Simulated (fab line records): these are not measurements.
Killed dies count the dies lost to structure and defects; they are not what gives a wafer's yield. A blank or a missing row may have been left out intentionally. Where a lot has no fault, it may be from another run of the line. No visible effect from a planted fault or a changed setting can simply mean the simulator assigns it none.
Comparing a struck lot with a sound one || flow nand-harc || 14 steps out of a route of 1159
Sound: these wafers, L843.1, L843.4, L843.5. Struck: wafer L849.5 (L849.2, L849.4, from the same lot, were not struck and are left out); the cause is given at the end.
Each step with rows lists, per side, the tool, then ch with its chambers, then its first start. Under that, the readings that differ: sound wafers || struck wafers || difference of the means || sigmas: that difference in standard deviations of wafers without a fault.
alike: a reading whose means differ by less than 2 such deviations, as well as words and numbers matching on both sides. not compared: withheld readings; readings where some wafer has no value; bounds like >300 that might hide an equal value; numbers whose values overlap and for which the record gives no deviation.
The two part at a step that has a row with sigmas, a row that says differs or no value, or rows on one side only. Numbers that have no deviation but don't overlap get no sigmas and don't part them. A reading missing from all wafers of one side parts the sides only when that side holds two or more wafers.

NHARC_A_STAIRCASE_DESCUM_291: chemistry O2, time 3 s.
  sound on rie-diel-02 ch 1,3, day 12 12:11; struck on rie-diel-03 ch 2, day 13 17:08
  alike: drypump-motor-current-A, oes-product-au, rf-vpp-V, showerhead-plenum-p-Torr, throttle-valve-pct
  not compared: rf-hours-counter-h
NHARC_A_STAIRCASE_ETCH_292: etches the open film in CF4/CHF3.
  sound on rie-diel-02 ch 1,3, day 12 12:16; struck on rie-diel-03 ch 3, day 13 17:14
  alike: drypump-motor-current-A, oes-product-au, rf-vpp-V, showerhead-plenum-p-Torr, throttle-valve-pct
  not compared: rf-hours-counter-h
then, 2 steps without rows for these wafers: NHARC_A_STAIRCASE_HM_OPEN_460 (chemistry O2/COS); NHARC_A_STAIRCASE_STRIP_461 (strips in O2/COS).
NHARC_A_STAIRCASE_ETCH_452: etches the open film in CF4/O2, target depth 30 nm, overetch 3 nm, time 16.5 s.
  sound: rie-diel-02 ch 0,2; struck: rie-diel-03 ch 3
{"reading": "showerhead-plenum-p-Torr (Torr)", "sound": "1.44 1.36 1.44", "struck": 1.25, "difference": -0.16, "sigmas": -2}
  alike: drypump-motor-current-A, oes_ar_750_au, oes-product-au, rf-vpp-V, throttle-valve-pct
  not compared: rf-hours-counter-h
NHARC_A_STAIRCASE_ETCH_294: etches the open film in C4F8/O2/Ar, target depth 4992 nm, time 1212.4 s.
  sound: rie-diel-02 ch 1,3; struck: rie-diel-03 ch 2
  alike: oes-product-au, rf-vpp-V
  not compared: rf-hours-counter-h
then, 4 steps without rows for these wafers: NHARC_A_STAIRCASE_STRIP_295 (strips in O2); NHARC_A_STAIRCASE_STRIP_296 (strips in SPM, time 900 s); NHARC_A_STAIRCASE_PRECLEAN_297 (cleans in SC1); NHARC_A_STAIRCASE_SRD_298.
NHARC_A_STAIRCASE_HM_DEP_462: deposits aC, target thk 800 nm.
  sound on acl-dep-03 ch 0, day 12 15:04; struck on acl-dep-03 ch 0, day 14 03:05
  alike: throttle-valve-pct
NHARC_A_STAIRCASE_DEP_301: deposits SiON, target thk 30 nm.
  sound on pecvd-04 ch 0,1, day 12 16:58; struck on pecvd-04 ch 0, day 14 04:41
{"reading": "rf-fwd-power-W (W)", "sound": "349.9 349.5 345.3", "struck": 208.0, "difference": -140.2, "sigmas": "-99 or more"}
{"reading": "showerhead-vpp-V (V)", "sound": "1118 1106 1121", "struck": 865, "difference": -250, "sigmas": -6}
  alike: heater-power-w
then, 1 step without rows for these wafers: NHARC_A_STAIRCASE_DEHYDRATE_302 (time 120 s).
-- break in the record here, with 8 days between the starts of the struck wafers on either side (left off in module A_STAIRCASE, picked up again in module END, where the first step shown is number 1159 on the route) --
NHARC_END_SORT_01:
  sound on prober-01 ch 0, day 20 15:07; struck on prober-01 ch 0, day 21 20:50
  alike: killed-at-array, killed-at-other, killed-at-periphery, killed-dies, killed-open, killed-short

## WHERE THEY PART
Earliest at NHARC_A_STAIRCASE_ETCH_452; latest, in this record, at NHARC_A_STAIRCASE_DEP_301. Later steps at which nothing parts them and some readings are alike: NHARC_END_SORT_01.

WHY: whatever the simulator had introduced
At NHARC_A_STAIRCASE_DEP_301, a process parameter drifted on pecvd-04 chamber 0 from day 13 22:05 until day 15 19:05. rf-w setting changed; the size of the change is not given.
